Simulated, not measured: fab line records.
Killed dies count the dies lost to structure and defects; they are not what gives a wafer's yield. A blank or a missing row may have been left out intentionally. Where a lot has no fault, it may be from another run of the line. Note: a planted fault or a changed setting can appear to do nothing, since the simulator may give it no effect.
One fault seen from 3 desks    flow nandHarc    what lay behind the numbers comes last; until then each desk has only its own

FROM THE METROLOGY DESK
Lot by lot, what the gauges showed, no matter which tool ran the lot: averages of those sampled wafers that carry a number. Any lot whose mean is over 4 standard deviations away from the usual mean is out of limits and marked OUT; that distance is given in the brackets.
Columns: A = thkNm at NHARC_A_ONON_D2_THK_MEAS_02, usual 1003 nm
lot   first seen here  A
L747  day 12 15:50     1004
L748  day 12 21:22     995
L751  day 13 20:23     987
L750  day 13 20:31     1011
L754  day 15 06:58     991
L753  day 15 06:59     1011
L755  day 15 12:31     1000
L756  day 16 04:28     1000
L758  day 17 06:15     1010
L760  day 18 04:17     1001
L759  day 18 04:18     1016
L762  day 18 14:05     999
L763  day 19 00:13     1024
L765  day 19 15:43     1015
This desk found nothing out of limits on any of the 14 lots.

TOOL OWNER'S DESK, pecvdOnon-02
The tool's own readings at NHARC_A_ONON_D2_DEP_00 (target thk 1000 nm): means of the sampled wafers that have a number, for each lot that ran on this tool. Any lot whose mean is over 4 standard deviations away from the usual mean is out of limits and marked OUT; that distance is given in the brackets.
Columns: A = n2oFlowSccm at NHARC_A_ONON_D2_DEP_00, usual 1999 sccm
lot   first seen here  A
L747  day 12 15:19     1997
L748  day 12 20:52     2004
L750  day 13 20:10     2006
L759  day 18 03:50     1999
L762  day 18 13:38     2002
L763  day 18 23:46     2003
L765  day 19 15:13     2001
This desk found nothing out of limits on any of the 7 lots.

THE DEFECT DESK
Lot by lot, what the route's inspections counted, given as the mean of those sampled wafers with a number. Any lot whose mean is over 4 standard deviations away from the usual mean is out of limits and marked OUT; that distance is given in the brackets.
Columns: A = rawDefectCount at NHARC_A_CHANNEL_HOLE_D1_INSPECT_40, usual 73
lot   first seen here  A
L747  day 8 22:55      46
L748  day 9 11:09      60
L750  day 10 06:42     61
L751  day 10 09:09     92
L753  day 11 19:08     111
L754  day 11 21:23     44
L755  day 12 03:58     112
L756  day 12 19:33     86
L758  day 13 20:49     53
L759  day 14 01:03     100
L760  day 14 05:11     96
L762  day 14 21:33     36
L763  day 15 12:36     54
L765  day 16 03:41     56
This desk found nothing out of limits on any of the 14 lots.

PUT TOGETHER
The metrology desk saw nothing out of limits.
Nothing out of limits was seen by the tool owner's desk.
Nothing the defect desk looked at was out of limits.

WHAT THE SIMULATOR HAD PUT IN
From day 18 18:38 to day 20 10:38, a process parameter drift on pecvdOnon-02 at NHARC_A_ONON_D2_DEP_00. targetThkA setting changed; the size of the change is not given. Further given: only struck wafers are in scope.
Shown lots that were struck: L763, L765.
